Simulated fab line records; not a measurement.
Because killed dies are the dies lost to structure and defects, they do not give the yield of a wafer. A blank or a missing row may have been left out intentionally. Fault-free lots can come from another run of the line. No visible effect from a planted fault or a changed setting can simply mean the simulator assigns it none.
Struck lot and sound lot, side by side || flow n5Finfet || 35 steps out of a route of 1938
Sound: the wafers L170.2, L170.4, L170.5. Struck: wafer L157.6 (L157.1, L157.5, from the same lot, were not struck and are left out); the cause is given at the end.
Order at every step that has rows: each side's tool, ch and its chambers, its first start. Under that, the readings that differ: sound wafers || struck wafers || difference of the means || sigmas: that difference in standard deviations of wafers without a fault.
alike: same words and numbers on both sides, and readings whose means sit less than 2 such deviations apart. not compared: any withheld reading, any reading some wafer has no value for, any bound like >300 that may hide the same value, and any number with overlapping values for which the record gives no deviation.
A row with sigmas, a row that says differs or no value, or rows on one side alone: a step with any of these is where the two part. Numbers that don't overlap but have no deviation are shown without sigmas and don't part them. A reading missing from all wafers of one side parts the sides only when that side holds two or more wafers.

first, 11 steps without rows for these wafers: N5_BEOL_M15_STRIP_36 (strips in O2); N5_BEOL_M15_STRIP_62 (strips in O2); N5_BEOL_M15_STRIP_37 (strips in O2); N5_BEOL_M15_ETCH_38 (etches SiCN in CF4/N2, target depth 106.4 nm, time 120.5 s); N5_BEOL_M15_PRECLEAN_39 (cleans in residue remover, time 60 s); N5_BEOL_M15_SRD_40 (time 30 s, dry time 30 s); N5_BEOL_M15_DEGAS_41 (time 60 s); N5_BEOL_M15_PRE_CLEAN_42 (time 30 s); N5_BEOL_M15_SPUTTER_43 (material TaN, target thk 15 nm, time 24.19 s); N5_BEOL_M15_SPUTTER_44 (material Ta, target thk 15 nm, time 24.19 s); N5_BEOL_M15_SPUTTER_45 (material Cu, target thk 100 nm, time 16.67 s).
N5_BEOL_M15_ECD_47: material Cu, target thk 1860 nm.
  sound on ecdCu-01 ch 0,1, day 16 14:05; struck on ecdCu-01 ch 0,1, day 12 20:16
then, 22 steps without rows for these wafers: N5_BEOL_M15_ANNEAL_48 (time 90 s); N5_BEOL_M15_CMP_49 (polishes, stops on SiO2, t overpolish 4.9 s, target thk 850 nm); N5_BEOL_M15_PRE_CLEAN_52 (time 15 s); N5_BEOL_M15_DEP_53 (deposits SiCN from 3MS/NH3, target thk 50 nm, time 17.8 s); N5_PASSIVATION_PECVD_00 (deposits SiO2 from SiH4/N2O, target thk 200 nm, time 11.2 s); N5_MIM_BOT_DEGAS_01 (time 60 s); N5_MIM_BOT_SPUTTER_00 (material TiN, target thk 35 nm, time 89.7 s); N5_MIM_TOP_ALD_00 (deposits Al2O3, purge time 3 s, co reactant pulse time 3 s); N5_MIM_TOP_ALD_01 (deposits HfO2, target thk 5.6 nm, pulse time 1 s, purge time 3 s); N5_MIM_TOP_ALD_02 (deposits Al2O3, purge time 3 s, co reactant pulse time 3 s); N5_MIM_TOP_DEGAS_04 (time 60 s); N5_MIM_TOP_SPUTTER_03 (material TiN, target thk 35 nm, time 89.7 s); N5_MIM_TOP_LITHO_HMDS_01 (time 60 s); N5_MIM_TOP_LITHO_COAT_02; N5_MIM_TOP_LITHO_EBR_04; N5_MIM_TOP_LITHO_SOFTBAKE_03 (time 90 s); N5_MIM_TOP_LITHO_EXPOSE_05 (exposes mask MIM TOP, target cd 2000 nm); N5_MIM_TOP_LITHO_PEB_06; N5_MIM_TOP_LITHO_DEVELOP_07 (develop time 60 s); N5_MIM_TOP_LITHO_HARDBAKE_09 (time 120 s); N5_MIM_TOP_LITHO_DESCUM_10 (chemistry O2, time 7.9 s); N5_MIM_TOP_ETCH_ETCH_00 (etches TiN in Cl2/BCl3, target depth 38.5 nm).
N5_PASSIVATION_PROBE_49:
  struck on prober-01, day 13 10:58; sound on prober-01, day 17 07:51
{"reading": "defectLimitedYield (%)", "sound": "92.0 92.1 92.6", "struck": 60.1, "difference": -32.1, "sigmas": -21}
{"reading": "killed_at_M4_up", "sound": "20 18 13", "struck": 393, "difference": "+376", "sigmas": "+75"}
{"reading": "killedDies", "sound": "94 93 87", "struck": 471, "difference": "+380", "sigmas": "+22"}
{"reading": "killedOnRim", "sound": "17 10 10", "struck": 60, "difference": "+48", "sigmas": "+13"}
{"reading": "sort_bin_5_function (%)", "sound": "4.8 4.7 4.2", "struck": 24.3, "difference": "+19.7", "sigmas": "+21"}
{"reading": "sort_bin_6_memory (%)", "sound": "3.1 3.1 2.9", "struck": 14.4, "difference": "+11.4", "sigmas": "+17"}
{"reading": "sortNPass", "sound": "1086 1087 1093", "struck": 709, "difference": -380, "sigmas": -22}
{"reading": "sortYieldPct (%)", "sound": "92.0 92.1 92.6", "struck": 60.1, "difference": -32.1, "sigmas": -21}
  alike: killed_at_M0_to_M3, killedAtContacts, killedAtFrontEnd, killedAtOther, killedOpen, killedShort

WHERE THEY PART
Only at N5_PASSIVATION_PROBE_49, within this record.

WHY: what had been put in by the simulator
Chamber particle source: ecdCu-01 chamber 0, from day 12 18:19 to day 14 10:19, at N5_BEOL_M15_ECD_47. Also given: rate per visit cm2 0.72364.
